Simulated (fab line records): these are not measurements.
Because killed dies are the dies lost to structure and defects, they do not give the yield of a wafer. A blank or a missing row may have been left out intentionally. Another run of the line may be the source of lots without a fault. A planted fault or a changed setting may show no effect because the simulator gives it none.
fab line records | flow n5_finfet
[record] lots = 7 wafers = 21 last_day = 18
route steps=1938 shown BEOL_M9@1407
lots that met no fault: from a run of the same line without faults
start_h: start of the lot's first displayed wafer, in hours after the record's first day | wait_h: hours since the lot's step before | " unchanged from the row above | L1.1+2: a row that stands for several wafers | - no value, or no start was given | * or withheld: withheld | < > ~ a bound
route shown NAME@n: names a module that has steps shown in the file, with the first one's number in the route | usual: mean/standard deviation taken from wafers without a fault | same: alike in all rows | chamber/n: place in a boat | sites: the reading at each site | _std_site: the standard deviation of these | _edge_site: mean of outer sites minus mean of inner sites | radius_mm: for every site, how far away it sits from the centre of the wafer | mask NAME#n: copy n | behind: tool/chamber where the wafer was last shaped | hold: why the lot went on hold/how many hours it stayed there/how the hold came to an end | device: the n, p or np transistor that did not switch | end of line: at the end of the route, the tests of the same wafers | step lacking rows: just its recipe | killed: the dies lost at the first sort to structure and to defects; this is not the yield of the wafer | map: per-die view of a wafer (x killed, . not killed, _ where there is no die)
set.NAME: the setting as run; set.NAME@STEP: as run at that earlier step | model.NAME: the simulator's own value behind a step, which no gauge read
lots at some steps of the route; a table a step, a row a wafer
services: a tool's chamber out of use, with start hour (start_h, from the record's first day; less than 0 if before it), hours out, and reason
[[steps]]
[step N5_BEOL_M9_COAT_60]
[recipe] resist = SiARC temp_c = 220 time_s = 60 spin_rpm = 1500 resist_thk_nm = 30
[step N5_BEOL_M9_COAT_05]
[recipe] resist = CAR-ArF spin_rpm = 1500 resist_thk_nm = 90
[step N5_BEOL_M9_EBR_07]
[recipe] solvent = PGMEA ebr_width_mm = 1.5
[step N5_BEOL_M9_SOFTBAKE_06]
[recipe] temp_c = 110 time_s = 60 resist = CAR-ArF
[step N5_BEOL_M9_EXPOSE_08]
[recipe] mask_id = M9 na = 1.35 source_shape = dipole sigma_inner = 0.411 sigma_outer = 0.611 polarization = te dose_mj = 53.75
[step N5_BEOL_M9_PEB_09]
[recipe] peb_temp_c = withheld peb_time_s = 60 resist = CAR-ArF
[step N5_BEOL_M9_DEVELOP_10]
[recipe] develop_time_s = 30 developer = TMAH resist = CAR-ArF rinse_liquid = diw dry = air_spin dev_temp_c = 23
[step N5_BEOL_M9_CD_MEAS_11]
[recipe] target_cd_nm = 64.1 landing_energy_ev = 500 detector = se_inlens polarity = opening
[usual] cd_nm = 63.5/0.51
// columns lot.wafer tool chamber start_h wait_h cd_nm
L762.1 cd_sem-02 0 223.25 - 62.9
L762.3 " 0 " " 62.6
L762.5 " 0 " " 63.7
L764.3 cd_sem-03 0 226.20 - 63.5
L764.4 " 0 " " 63.3
L764.6 " 0 " " 63.2
L775.1 cd_sem-01 0 299.80 - 64.2
L775.3 " 0 " " 63.3
L775.6 " 0 " " 63.8
L776.1 cd_sem-03 0 303.43 - 63.0
L776.4 " 0 " " 63.5
L776.6 " 0 " " 63.4
L777.1 cd_sem-03 0 319.08 - 62.9
L777.2 " 0 " " 62.6
L777.6 " 0 " " 63.0
L784.1 cd_sem-01 0 355.05 - 63.3
L784.3 " 0 " " 64.1
L784.6 " 0 " " 62.9
L783.3 cd_sem-01 0 359.49 - 64.4
L783.5 " 0 " " 63.3
L783.6 " 0 " " 63.6
[step N5_BEOL_M9_OVL_MEAS_12]
[recipe] points_per_wafer = 44
[usual] M9_OVL = -0.4/0.85
// columns lot.wafer tool chamber start_h wait_h M9_OVL[nm]
L762.1 overlay-01 0 223.28 0.0 0.2
L762.3 " 0 " " 0.6
L762.5 " 0 " " 1.3
L764.3 overlay-01 0 226.22 0.0 -1.1
L764.4 " 0 " " -0.3
L764.6 " 0 " " -0.2
L775.1 overlay-02 0 299.83 0.0 -0.9
L775.3 " 0 " " -1.0
L775.6 " 0 " " 0.2
L776.1 overlay-01 0 303.46 0.0 -0.1
L776.4 " 0 " " -0.3
L776.6 " 0 " " -0.7
L777.1 overlay-02 0 319.11 0.0 0.0
L777.2 " 0 " " -0.7
L777.6 " 0 " " -1.5
L784.1 overlay-01 0 355.08 0.0 0.7
L784.3 " 0 " " 1.3
L784.6 " 0 " " 0.6
L783.3 overlay-02 0 359.51 0.0 -2.4
L783.5 " 0 " " -1.0
L783.6 " 0 " " -2.1
[step N5_BEOL_M9_INSPECT_13]
[recipe] mode = adi inspect_instrument = brightfield
[usual] raw_defect_count = 386/85
// columns lot.wafer tool chamber start_h wait_h raw_defect_count
L762.1 defect_inspect-02 - 223.31 0.0 362
L762.3 " - " " 343
L762.5 " - " " 615
L764.3 defect_inspect-02 - 226.25 0.0 431
L764.4 " - " " 345
L764.6 " - " " 371
L775.1 defect_inspect-02 - 299.86 0.0 325
L775.3 " - " " 316
L775.6 " - " " 546
L776.1 defect_inspect-02 - 303.49 0.0 279
L776.4 " - " " 350
L776.6 " - " " 328
L777.1 defect_inspect-02 - 319.13 0.0 285
L777.2 " - " " 429
L777.6 " - " " 412
L784.1 defect_inspect-01 - 355.10 0.0 373
L784.3 " - " " 403
L784.6 " - " " 409
L783.3 defect_inspect-02 - 359.54 0.0 555
L783.5 " - " " 382
L783.6 " - " " 516
[step N5_BEOL_M9_DESCUM_16]
[recipe] chemistry = O2 time_s = 7.9 source_power_w = 50 bias_power_w = 20 pressure_mtorr = 20 rf_frequency_hz = 2.712e+07 temp_c = 40 resist = CAR-ArF o2_flow_sccm = 225
[usual] chamber_pressure_mTorr = 19.999/0.02 drypump_motor_current_A = 5.8/0.34 oes_product_au = 0.82/0.097 rf_vpp_V = 243.2/1.2 showerhead_plenum_p_Torr = 2.10/0.051 throttle_valve_pct = 20.29/0.19
// columns lot.wafer tool chamber start_h wait_h chamber_pressure_mTorr drypump_motor_current_A oes_product_au rf_hours_counter_h rf_vpp_V showerhead_plenum_p_Torr throttle_valve_pct
L762.1 rie_diel-04 1 223.34 0.0 20.010 6.3 0.68 240 244.6 2.15 20.62
L762.3 " 2 " " 20.024 6.2 0.86 41 242.5 2.06 19.95
L762.5 " 2 " " 19.991 6.2 0.86 - 242.4 2.06 19.95
L764.3 rie_diel-04 1 226.28 0.0 20.010 6.3 0.68 241 242.9 2.15 20.63
L764.4 " 1 " " 19.981 6.3 0.67 - 243.0 2.15 20.64
L764.6 " 2 " " 20.018 6.2 0.86 - 244.8 2.06 19.96
L775.1 rie_diel-01 1 299.99 0.1 20.000 5.5 0.71 209 241.9 2.08 20.42
L775.3 " 3 " " 20.003 5.6 0.70 179 241.7 1.99 20.35
L775.6 " 2 " " 19.969 5.4 0.99 - 242.6 2.06 20.49
L776.1 rie_diel-04 1 304.36 0.9 20.009 6.3 0.97 6 243.4 2.14 20.27
L776.4 " 0 " " 20.006 5.6 0.90 28 244.8 2.14 20.20
L776.6 " 3 " " 19.982 5.9 0.86 - 244.5 2.12 20.20
L777.1 rie_diel-04 2 319.42 0.3 19.997 6.2 0.82 75 241.9 2.05 20.01
L777.2 " 1 " " 19.973 6.3 0.95 11 243.8 2.14 20.27
L777.6 " 1 " " 19.990 6.3 0.96 - 244.2 2.14 20.28
L784.1 rie_diel-01 1 355.34 0.2 19.995 5.5 0.69 229 242.6 2.07 20.47
L784.3 " 3 " " 19.990 5.7 0.68 198 242.0 1.99 20.38
L784.6 " 3 " " 20.019 5.7 0.68 - 242.5 1.99 20.40
L783.3 rie_diel-04 1 359.94 0.4 20.024 6.3 0.93 24 244.2 2.14 20.28
L783.5 " 0 " " 20.007 5.6 0.88 - 243.5 2.13 20.23
L783.6 " 1 " " 19.975 6.3 0.93 - 243.4 2.14 20.29
[step N5_BEOL_M9_ETCH_61]
[recipe] chemistry = CF4 target = SiARC target_depth_a = 390 mask_material = CAR-ArF time_s = 65 ion_energy_ev = 80 pressure_mtorr = 40 source_w = 545 bias_w = 36 Ar_flow_sccm = 100 cf4_flow_sccm = 100 ends = cleared
[usual] bias_w = 36.00/0.11 cf4_flow_sccm = 100.02/0.29 chamber_pressure_mTorr = 40.00/0.034 drypump_motor_current_A = 5.8/0.34 etch_rf_on_time_s = 64.7/1.6 oes_product_au = 0.70/0.081 rf_vpp_V = 184.2/1 showerhead_plenum_p_Torr = 2.15/0.06 throttle_valve_pct = 15.47/0.23
// columns lot.wafer tool chamber start_h wait_h bias_w cf4_flow_sccm chamber_pressure_mTorr drypump_motor_current_A etch_rf_on_time_s oes_product_au rf_hours_counter_h rf_vpp_V showerhead_plenum_p_Torr throttle_valve_pct
L762.1 rie_diel-04 1 223.38 0.0 35.97 100.01 40.00 6.3 64.2 0.59 240 184.6 2.20 15.90
L762.3 " 2 " " 36.07 99.67 39.96 6.2 63.3 0.74 41 183.5 2.08 15.01
L762.5 " 2 " " 36.03 99.93 40.00 6.2 62.3 0.75 - 183.5 2.08 15.02
L764.3 rie_diel-04 1 226.32 0.0 36.01 100.17 39.95 6.3 65.2 0.58 241 184.2 2.20 15.90
L764.4 " 1 " " 35.95 100.26 40.02 6.3 65.8 0.58 - 185.0 2.20 15.90
L764.6 " 2 " " 35.86 99.72 39.99 6.2 63.7 0.74 - 185.2 2.08 15.01
L775.1 rie_diel-01 1 300.02 0.0 35.93 100.01 39.98 5.5 65.0 0.62 209 184.4 2.12 15.69
L775.3 " 3 " " 35.99 100.13 40.05 5.7 66.6 0.60 179 183.1 2.04 15.50
L775.6 " 2 " " 36.02 100.09 39.93 5.3 66.3 0.83 - 182.7 2.11 15.58
L776.1 rie_diel-04 1 304.40 0.0 35.95 100.02 40.00 6.3 62.6 0.84 6 183.8 2.19 15.42
L776.4 " 0 " " 36.14 100.88 39.97 5.7 65.0 0.76 28 183.2 2.19 15.37
L776.6 " 3 " " 35.97 99.43 40.00 5.9 66.0 0.75 - 184.9 2.19 15.49
L777.1 rie_diel-04 2 319.46 0.0 35.89 99.71 40.04 6.2 62.5 0.71 75 181.4 2.07 15.10
L777.2 " 1 " " 36.03 100.10 40.02 6.3 61.6 0.83 11 185.1 2.19 15.44
L777.6 " 1 " " 35.87 100.02 39.93 6.3 61.8 0.82 - 184.8 2.19 15.44
L784.1 rie_diel-01 1 355.38 0.0 36.08 99.49 40.05 5.5 65.9 0.60 229 181.5 2.11 15.71
L784.3 " 3 " " 35.90 100.04 40.01 5.6 67.2 0.59 198 183.7 2.03 15.55
L784.6 " 3 " " 35.85 99.85 39.98 5.7 67.3 0.58 - 182.5 2.03 15.54
L783.3 rie_diel-04 1 359.98 0.0 35.97 100.26 40.06 6.2 61.7 0.80 24 183.6 2.19 15.46
L783.5 " 0 " " 35.85 100.41 40.03 5.6 64.2 0.74 - 186.0 2.18 15.41
L783.6 " 1 " " 35.93 99.28 39.99 6.2 61.4 0.80 - 185.5 2.19 15.46
[step N5_BEOL_M9_ETCH_62]
[recipe] chemistry = N2/H2 target = SOC target_depth_a = 1100 overetch_a = 220 mask_material = SiARC temp_c = 40 time_s = 165 ion_energy_ev = 200 pressure_mtorr = 30 source_w = 840 bias_w = 150 n2_flow_sccm = 200 h2_flow_sccm = 200
[usual] bias_w = 150.0/0.45 chamber_pressure_mTorr = 30.001/0.027 drypump_motor_current_A = 5.8/0.34 oes_product_au = 0.69/0.076 rf_vpp_V = 524.1/1.9 showerhead_plenum_p_Torr = 2.55/0.066 throttle_valve_pct = 17.68/0.18
// columns lot.wafer tool chamber start_h wait_h bias_w chamber_pressure_mTorr drypump_motor_current_A oes_product_au rf_hours_counter_h rf_vpp_V showerhead_plenum_p_Torr throttle_valve_pct model.CAR-ArF_of_BEOL_M9_COAT_05.thk_nm model.SiARC_of_BEOL_M9_COAT_60.thk_nm
L762.1 rie_diel-04 1 223.43 0.0 149.6 29.994 6.3 0.57 240 524.9 2.60 17.98 0 23.2
L762.3 " 2 " " 150.1 29.995 6.2 0.73 41 522.7 2.49 17.35 0 23.4
L762.5 " 2 " " 150.7 30.041 6.2 0.72 - 521.8 2.49 17.34 0 23.4
L764.3 rie_diel-04 1 226.37 0.0 150.2 30.051 6.3 0.58 241 525.5 2.60 17.97 0 23.4
L764.4 " 1 " " 150.0 29.979 6.3 0.58 - 525.7 2.60 17.97 0 23.4
L764.6 " 2 " " 149.0 29.968 6.2 0.72 - 521.3 2.49 17.34 0 23.2
L775.1 rie_diel-01 1 300.07 0.0 - - - - - - - - 55.6 30.2
L775.3 " 3 " " - - - - - - - - 56 30.2
L775.6 " 2 " " - - - - - - - - 56 30.2
L776.1 rie_diel-04 1 304.45 0.0 - - - - - - - - 55.6 30
L776.4 " 0 " " - - - - - - - - 55.6 30
L776.6 " 3 " " - - - - - - - - 55.6 30
L777.1 rie_diel-04 2 319.51 0.0 - - - - - - - - 55.8 29.8
L777.2 " 1 " " - - - - - - - - 55.8 29.8
L777.6 " 1 " " - - - - - - - - 55.4 30
L784.1 rie_diel-01 1 355.43 0.0 150.2 29.973 5.5 0.59 229 523.4 2.51 17.87 0 23.4
L784.3 " 3 " " 149.2 29.981 5.7 0.59 198 521.3 2.42 17.81 0 23.6
L784.6 " 3 " " 149.7 29.980 5.7 0.59 - 520.5 2.42 17.80 0 23.6
L783.3 rie_diel-04 1 360.03 0.0 150.2 30.015 6.3 0.77 24 525.1 2.58 17.56 0 23
L783.5 " 0 " " 150.3 30.043 5.7 0.74 - 525.7 2.60 17.68 0 23.6
L783.6 " 1 " " 150.0 30.075 6.3 0.77 - 524.5 2.58 17.59 0 23
[step N5_BEOL_M9_STRIP_68]
[recipe] chemistry = N2/H2 temp_c = 40 n2_flow_sccm = 200 h2_flow_sccm = 200 rf_frequency_hz = 6e+07
[step N5_BEOL_M9_STRIP_67]
[recipe] chemistry = CF4 resist = SiARC power_w = 300 bias_power_w = 75 pressure_mtorr = 50 cf4_flow_sccm = 150 rf_frequency_hz = 6e+07
[usual] chamber_pressure_mTorr = 50.01/0.048 drypump_motor_current_A = 5.8/0.34 oes_product_au = 0.82/0.09 rf_vpp_V = 271.4/1.3 showerhead_plenum_p_Torr = 1.80/0.048 throttle_valve_pct = 13.44/0.23
// columns lot.wafer tool chamber start_h wait_h chamber_pressure_mTorr drypump_motor_current_A oes_product_au rf_hours_counter_h rf_vpp_V showerhead_plenum_p_Torr throttle_valve_pct
L762.1 rie_diel-04 1 223.57 0.0 50.07 6.3 0.68 240 271.2 1.84 13.93
L762.3 " 2 " " 50.04 6.2 0.86 41 270.1 1.75 13.03
L762.5 " 2 " " 49.94 6.2 0.85 - 270.2 1.75 13.02
L764.3 rie_diel-04 1 226.51 0.0 49.98 6.3 0.69 241 272.2 1.84 13.93
L764.4 " 1 " " 49.98 6.3 0.68 - 271.8 1.84 13.92
L764.6 " 2 " " 50.09 6.2 0.86 - 271.2 1.75 13.03
L775.1 rie_diel-01 1 300.22 0.0 49.94 5.5 0.71 209 270.8 1.79 13.72
L775.3 " 3 " " 50.05 5.6 0.71 179 269.5 1.72 13.55
L775.6 " 2 " " 49.98 5.4 0.98 - 270.5 1.75 13.47
L776.1 rie_diel-04 1 304.59 0.0 50.06 6.2 0.96 6 271.3 1.84 13.38
L776.4 " 0 " " 50.10 5.7 0.90 28 271.8 1.83 13.29
L776.6 " 3 " " 50.05 5.9 0.88 - 271.2 1.84 13.43
L777.1 rie_diel-04 2 319.65 0.0 49.97 6.2 0.82 75 272.3 1.74 13.09
L777.2 " 1 " " 50.02 6.3 0.94 11 272.9 1.84 13.39
L777.6 " 1 " " 49.96 6.2 0.94 - 274.3 1.84 13.40
L784.1 rie_diel-01 1 355.57 0.0 50.01 5.5 0.70 229 270.1 1.78 13.75
L784.3 " 3 " " 50.00 5.7 0.70 199 269.8 1.71 13.59
L784.6 " 3 " " 50.02 5.7 0.70 - 268.8 1.71 13.59
L783.3 rie_diel-04 1 360.17 0.0 50.00 6.2 0.91 24 270.8 1.83 13.43
L783.5 " 0 " " 50.02 5.6 0.86 - 272.4 1.82 13.33
L783.6 " 1 " " 49.90 6.3 0.91 - 270.7 1.84 13.41
[step N5_BEOL_M9_HM_OPEN_17]
[recipe] chemistry = Cl2/BCl3 target_depth_a = 200 overetch_a = 60 target = TiN mask_material = SOC ion_energy_ev = 150 pressure_mtorr = 10 icp_w = 1000 bias_w = 126 Cl2_flow_sccm = 53.25 bcl3_flow_sccm = 21.75 Ar_flow_sccm = 25
[usual] chamber_pressure_mTorr = 9.999/0.0081 drypump_motor_current_A = 5.6/0.59 oes_product_au = 0.66/0.074 throttle_valve_pct = 22.11/0.18
// columns lot.wafer tool chamber start_h wait_h chamber_pressure_mTorr drypump_motor_current_A oes_product_au rf_hours_counter_h throttle_valve_pct
L762.1 rie_metal-02 1 223.61 0.0 10.015 5.5 0.76 9 22.14
L762.3 " 0 " " 9.986 6.1 0.63 - 22.24
L762.5 " 0 " " 9.990 6.1 0.62 - 22.22
L764.3 rie_metal-03 0 226.58 0.1 9.996 4.6 0.68 - 22.23
L764.4 " 1 " " 9.992 5.9 0.58 - 21.83
L764.6 " 1 " " 10.005 5.9 0.58 - 21.82
L775.1 rie_metal-01 0 300.26 0.0 10.004 6.2 0.33 17 22.70
L775.3 " 0 " " 9.983 6.2 0.32 - 22.72
L775.6 " 0 " " 9.998 6.1 0.32 - 22.71
L776.1 rie_metal-01 0 304.63 0.0 9.999 6.2 0.32 18 22.70
L776.4 " 0 " " 10.001 6.2 0.32 - 22.71
L776.6 " 0 " " 10.014 6.2 0.32 - 22.71
L777.1 rie_metal-02 1 319.70 0.0 10.001 5.6 0.32 17 22.82
L777.2 " 0 " " 9.993 6.1 0.27 71 22.89
L777.6 " 0 " " 10.009 6.1 0.27 - 22.91
L784.1 rie_metal-03 0 355.62 0.0 10.005 4.6 0.64 52 22.28
L784.3 " 0 " " 9.994 4.6 0.65 - 22.27
L784.6 " 0 " " 10.005 4.6 0.64 - 22.28
L783.3 rie_metal-02 0 360.24 0.1 9.993 6.1 0.60 - 22.25
L783.5 " 1 " " 10.000 5.6 0.70 - 22.18
L783.6 " 0 " " 9.978 6.1 0.61 - 22.24
[step N5_BEOL_M9_STRIP_19]
[recipe] chemistry = O2 power_w = 400 temp_c = 40 pressure_mtorr = 30 rf_frequency_hz = 6e+07 bias_power_w = 0 overash_fraction = 0.2 o2_flow_sccm = 225
[usual] chamber_pressure_mTorr = 30.00/0.039 drypump_motor_current_A = 5.7/0.33 oes_product_au = 0.80/0.098 rf_vpp_V = 3.6/0.62 showerhead_plenum_p_Torr = 2.10/0.048 throttle_valve_pct = 16.57/0.2
[same] overash_fraction = 0.2
// columns lot.wafer tool chamber start_h wait_h chamber_pressure_mTorr drypump_motor_current_A oes_product_au rf_hours_counter_h rf_vpp_V showerhead_plenum_p_Torr throttle_valve_pct
L762.1 rie_diel-04 2 223.72 0.1 30.07 6.2 0.87 41 3.6 2.06 16.21
L762.3 " 1 " " 30.04 6.3 0.69 240 2.9 2.15 16.95
L762.5 " 2 " " 30.04 6.2 0.88 - 3.3 2.06 16.21
L764.3 rie_diel-05 2 226.82 0.2 30.04 5.9 0.71 227 4.1 2.08 16.79
L764.4 " 3 " " 29.94 5.6 0.67 225 4.0 2.08 16.86
L764.6 " 3 " " 29.98 5.6 0.66 - 3.4 2.08 16.84
L775.1 rie_diel-04 0 300.64 0.3 29.85 5.6 0.91 26 3.6 2.14 16.42
L775.3 " 1 " " 29.96 6.3 0.98 4 3.3 2.15 16.48
L775.6 " 1 " " 30.06 6.3 0.99 - 3.8 2.15 16.47
L776.1 rie_diel-04 2 304.87 0.2 30.05 6.2 0.82 70 4.4 2.05 16.28
L776.4 " 1 " " 30.03 6.3 0.98 6 3.1 2.15 16.48
L776.6 " 3 " " 30.00 5.9 0.87 - 4.3 2.12 16.42
L777.1 rie_diel-04 0 319.81 0.1 29.98 5.6 0.90 34 3.1 2.14 16.42
L777.2 " 1 " " 29.99 6.3 0.96 11 3.6 2.14 16.49
L777.6 " 0 " " 29.98 5.7 0.89 - 2.8 2.14 16.44
L784.1 rie_diel-04 3 355.73 0.1 30.01 6.0 0.86 50 3.5 2.12 16.46
L784.3 " 1 " " 30.01 6.3 0.94 23 2.9 2.14 16.50
L784.6 " 1 " " 30.03 6.3 0.93 - 3.2 2.14 16.50
L783.3 rie_diel-04 1 360.32 0.1 30.02 6.3 0.92 24 5.1 2.14 16.51
L783.5 " 2 " " 29.98 6.2 0.81 - 3.5 2.05 16.30
L783.6 " 3 " " 29.96 5.9 0.85 - 3.7 2.12 16.46
[step N5_BEOL_M9_CD_MEAS_18]
[recipe] pitch_nm = 140 target_cd_nm = 70
[usual] cd_nm = 69.5/0.55
// columns lot.wafer tool chamber start_h wait_h cd_nm
L762.1 cd_sem-03 - 223.79 0.0 69.0
L762.3 " - " " 69.0
L762.5 " - " " 69.3
L764.3 cd_sem-02 - 226.89 0.1 69.2
L764.4 " - " " 69.2
L764.6 " - " " 69.2
L775.1 cd_sem-01 - 300.71 0.0 -
L775.3 " - " " -
L775.6 " - " " -
L776.1 cd_sem-02 - 304.94 0.1 -
L776.4 " - " " -
L776.6 " - " " -
L777.1 cd_sem-02 - 319.88 0.0 -
L777.2 " - " " -
L777.6 " - " " -
L784.1 cd_sem-01 - 355.80 0.0 69.0
L784.3 " - " " 69.4
L784.6 " - " " 68.7
L783.3 cd_sem-02 - 360.40 0.1 70.4
L783.5 " - " " 68.9
L783.6 " - " " 69.4
[step N5_BEOL_M9_COAT_63]
[recipe] resist = SOC temp_c = 250 time_s = 60 spin_rpm = 1500 resist_thk_nm = 60
[[services]]
// columns tool chamber start_h hours kind
rie_diel-04 0 206.61 - clean
rie_diel-04 0 206.61 - consumable_replace:focus_ring
rie_diel-04 0 206.61 19.9 scheduled_down
rie_diel-04 0 206.61 19.9 vent_cycle
rie_metal-01 - 210.27 0.7 repair
rie_diel-01 3 226.04 5.8 repair
rie_diel-01 2 236.17 32.3 repair
rie_diel-01 - 236.82 0.8 repair
rie_metal-01 1 246.97 16.4 repair
rie_diel-04 1 253.83 13.9 repair
rie_metal-03 - 264.13 0.5 repair
rie_diel-01 2 268.72 - clean
rie_diel-01 2 268.72 - consumable_replace:focus_ring
rie_diel-01 2 268.72 27.5 scheduled_down
rie_diel-04 1 274.71 - clean
rie_diel-04 1 274.71 - consumable_replace:focus_ring
rie_diel-04 1 274.71 15.4 scheduled_down
rie_diel-04 1 274.71 15.4 vent_cycle
rie_diel-01 1 279.30 8.4 repair
rie_diel-01 3 286.15 4.1 repair
rie_diel-04 3 287.19 4.6 repair
rie_diel-05 - 295.90 14.6 pm
rie_metal-01 - 296.25 0.1 repair
rie_metal-03 1 300.85 7.4 repair
[[key]]
[first_sign] step = N5_BEOL_M9_ETCH_62 reading = tool_record direction = missing
[effect] step = N5_BEOL_M9_HM_OPEN_17 reading = oes_product_au direction = down sigmas = 4.7 usual = 0.66 struck = 0.31
[effect] step = N5_BEOL_M9_CD_MEAS_18 reading = cd_nm direction = missing
[model_effect] step = N5_BEOL_M9_ETCH_62 value = CAR-ArF_of_BEOL_M9_COAT_05.thk_nm without = 0 struck = 55.71
met_at N5_BEOL_M9_ETCH_62
struck_wafers L775.1,L775.3,L775.6,L776.1,L776.4,L776.6,L777.1,L777.2,L777.6
later_rows_left_out L775.1,L775.3,L775.6,L776.1,L776.4,L776.6,L777.1,L777.2,L777.6
sort_left_out L775.1,L775.3,L775.6,L776.1,L776.4,L776.6,L777.1,L777.2,L777.6
onset_between 226.37 300.07
[fault] kind = skipped_step_whole tool = rie_diel-01,rie_diel-04 chamber = - onset_h = 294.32 steps = N5_BEOL_M9_ETCH_62 scope = struck_lots_only
// sort_left_out: the simulated sort isn't trusted on such a fault, so these wafers' sort isn't shown, and their yield isn't known
// later_rows_left_out: the simulator's readings of these wafers behind a module that went badly wrong aren't trusted and aren't shown, but for the sort
